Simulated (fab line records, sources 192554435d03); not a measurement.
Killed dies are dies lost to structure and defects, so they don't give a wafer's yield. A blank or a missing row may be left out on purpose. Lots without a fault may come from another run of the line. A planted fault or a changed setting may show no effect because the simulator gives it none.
Chamber matching | flow n5_finfet | N5_BEOL_M1_STRIP_36 on rie_diel-01: 4 sister chambers
The step strips in N2/H2. 16 wafers are shown with their chamber, then 7 later ones without.

WAFERS WITH THEIR CHAMBER
wafer  | chamber | drypump_motor_current_A (A) | showerhead_plenum_p_Torr (Torr) | throttle_valve_pct (%)
L074.1 | 0       | 5.4                         | 2.35                            | 23.41
L074.4 | 1       | 4.7                         | 2.63                            | 23.77
L074.5 | 1       | 4.7                         | 2.63                            | 23.77
L077.2 | 3       | 5.7                         | 2.52                            | 23.96
L077.3 | 1       | 4.7                         | 2.63                            | 23.76
L077.5 | 2       | 6.3                         | 2.53                            | 23.38
L080.2 | 0       | 5.4                         | 2.35                            | 23.42
L080.3 | 3       | 5.7                         | 2.51                            | 23.97
L080.4 | 1       | 4.7                         | 2.63                            | 23.81
L079.1 | 0       | 5.4                         | 2.35                            | 23.45
L079.2 | 1       | 4.7                         | 2.63                            | 23.80
L079.5 | 0       | 5.4                         | 2.35                            | 23.46
L082.1 | 1       | 4.7                         | 2.62                            | 23.83
L082.5 | 2       | 6.3                         | 2.53                            | 23.43
L082.6 | 3       | 5.8                         | 2.51                            | 23.95
L087.2 | 0       | 5.4                         | 2.34                            | 23.48

SIGNATURES (means of the wafers above)
reading                  | chamber 0 | chamber 1 | chamber 2 | chamber 3 | scatter within a chamber
drypump_motor_current_A  | 5.400     | 4.700     | 6.300     | 5.733     | 0.0236
showerhead_plenum_p_Torr | 2.3480    | 2.6283    | 2.5300    | 2.5133    | 0.00438
throttle_valve_pct       | 23.4440   | 23.7900   | 23.4050   | 23.9600   | 0.0267
Rule: a wafer's distance from a chamber is the root of the sum, over the readings, of the square of ((its reading less the chamber's mean) divided by the reading's scatter). The wafer belongs to the nearest chamber; if the next one is less than 2 further off, it can't be placed. The scatter: the root of (the sum of the squares of (reading less its chamber's mean) over the shown wafers, divided by (wafers less chambers)).

WAFERS WITHOUT THEIR CHAMBER
wafer  | drypump_motor_current_A (A) | showerhead_plenum_p_Torr (Torr) | throttle_valve_pct (%)
L087.4 | 4.7                         | 2.62                            | 23.83
L087.6 | 4.7                         | 2.62                            | 23.81
L088.1 | 5.8                         | 2.51                            | 23.98
L088.3 | 5.4                         | 2.34                            | 23.44
L088.5 | 4.7                         | 2.62                            | 23.84
L096.1 | 6.3                         | 2.52                            | 23.45
L096.3 | 4.7                         | 2.61                            | 23.82

WHICH CHAMBER EACH WENT THROUGH
wafer  | from the rows above | in truth
L087.4 | 1                   | 1
L087.6 | 1                   | 1
L088.1 | 3                   | 3
L088.3 | 0                   | 0
L088.5 | 1                   | 1
L096.1 | 2                   | 2
L096.3 | 1                   | 1
Placed correctly: 7 of 7. Can't be placed from these rows: 0. Placed wrongly: 0.
